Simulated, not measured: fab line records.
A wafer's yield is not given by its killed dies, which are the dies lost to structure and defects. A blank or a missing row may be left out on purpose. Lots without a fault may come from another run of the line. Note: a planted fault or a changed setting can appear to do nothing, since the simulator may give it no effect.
Matching of chambers	flow n5-finfet	N5_BEOL_M0_SAQP_ALD_48 on ald-sin-03 has 4 sister chambers
The step deposits SiO2, target thk 20 nm, pulse time 1 s, co reactant pulse time 1 s. 8 wafers are shown with their chamber, then 9 later ones without.

== WAFERS PAIRED WITH THEIR CHAMBERS ==
wafer	chamber	heater-power-w (W)	precursor-pulse-height-rel
L079.5	2	83	1.040
L085.5	1	87	1.005
L086.2	1	86	0.990
L088.5	3	92	1.007
L088.6	2	83	0.974
L090.1	3	95	0.995
L090.4	0	84	1.022
L090.5	0	85	1.003

== WAFERS MISSING THEIR CHAMBER ==
wafer	heater-power-w (W)	precursor-pulse-height-rel
L091.1	95	1.012
L091.4	85	0.958
L091.5	82	0.956
L093.2	88	1.002
L093.5	82	1.034
L093.6	86	1.023
L097.2	82	1.007
L097.4	97	0.997
L097.5	87	0.984

== THE CHAMBER EACH PASSED THROUGH ==
wafer	from the rows above	in truth
L091.1	3	3
L091.4	can't be placed: 1 or 0 or 2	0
L091.5	can't be placed: 2 or 0 or 1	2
L093.2	can't be placed: 1 or 0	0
L093.5	can't be placed: 2 or 0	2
L093.6	can't be placed: 1 or 0 or 2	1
L097.2	can't be placed: 2 or 0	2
L097.4	3	3
L097.5	can't be placed: 1 or 0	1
Correct placement for 2 of the 9. Unplaceable from these rows: 7, with the true chamber sitting among the candidates in 7. Placed wrongly: 0.
How it was worked out, from the rows above alone: a wafer's distance from a chamber is the root of the sum, over the readings, of the square of ((its reading less the chamber's mean) divided by the reading's scatter). If the next closest chamber is less than 2 further off than the closest, the wafer can't be placed; otherwise it belongs to the closest. Each chamber's mean is taken over the wafers shown for it. The scatter is the square root of a quotient: the sum, over the shown wafers, of each reading's squared deviation from its chamber's mean, divided by wafers minus chambers.
